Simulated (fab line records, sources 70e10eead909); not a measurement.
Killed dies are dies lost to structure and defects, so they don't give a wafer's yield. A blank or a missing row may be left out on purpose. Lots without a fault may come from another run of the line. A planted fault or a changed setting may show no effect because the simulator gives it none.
Chamber matching | flow nand_harc | NHARC_A_BLC_CMP_25 on cmp-02: 4 sister chambers
The step polishes, t overpolish 30 s, target thk 150 nm. 8 wafers are shown with their chamber, then 8 later ones without.

WAFERS WITH THEIR CHAMBER
wafer  | chamber | overpolish_run_s (s) | time_to_endpoint_s (s)
L712.3 | 3       | 30.011               | 28.7
L721.3 | 1       | 30.007               | 26.3
L721.5 | 0       | 30.005               | 26.6
L721.6 | 3       | 30.016               | 28.4
L727.1 | 0       | 29.996               | 31.4
L727.5 | 1       | 30.014               | 33.8
L727.6 | 2       | 30.002               | 31.5
L728.1 | 2       | 29.994               | 32.0

WAFERS WITHOUT THEIR CHAMBER
wafer  | overpolish_run_s (s) | time_to_endpoint_s (s)
L728.2 | 30.012               | 27.3
L728.5 | 30.020               | 29.9
L730.2 | 29.996               | 35.4
L730.3 | 29.991               | 33.3
L730.4 | 29.995               | 33.2
L731.2 | 30.012               | 28.5
L731.3 | 30.012               | 30.8
L731.6 | 29.998               | 28.6

WHICH CHAMBER EACH WENT THROUGH
wafer  | from the rows above          | in truth
L728.2 | can't be placed: 3 or 1 or 0 | 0
L728.5 | can't be placed: 3 or 1      | 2
L730.2 | can't be placed: 2 or 0      | 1
L730.3 | can't be placed: 2 or 0      | 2
L730.4 | can't be placed: 2 or 0      | 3
L731.2 | can't be placed: 3 or 1 or 0 | 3
L731.3 | can't be placed: 1 or 3 or 0 | 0
L731.6 | can't be placed: 0 or 2 or 1 | 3
Placed correctly: 0 of 8. Can't be placed from these rows: 8 (the true chamber is among the candidates in 4). Placed wrongly: 0.
How it was worked out, from the rows above alone: a wafer's distance from a chamber is the root of the sum, over the readings, of the square of ((its reading less the chamber's mean) divided by the reading's scatter). The wafer belongs to the nearest chamber; if the next one is less than 2 further off, it can't be placed. A chamber's mean is the mean of its shown wafers. The scatter: the root of (the sum of the squares of (reading less its chamber's mean) over the shown wafers, divided by (wafers less chambers)).
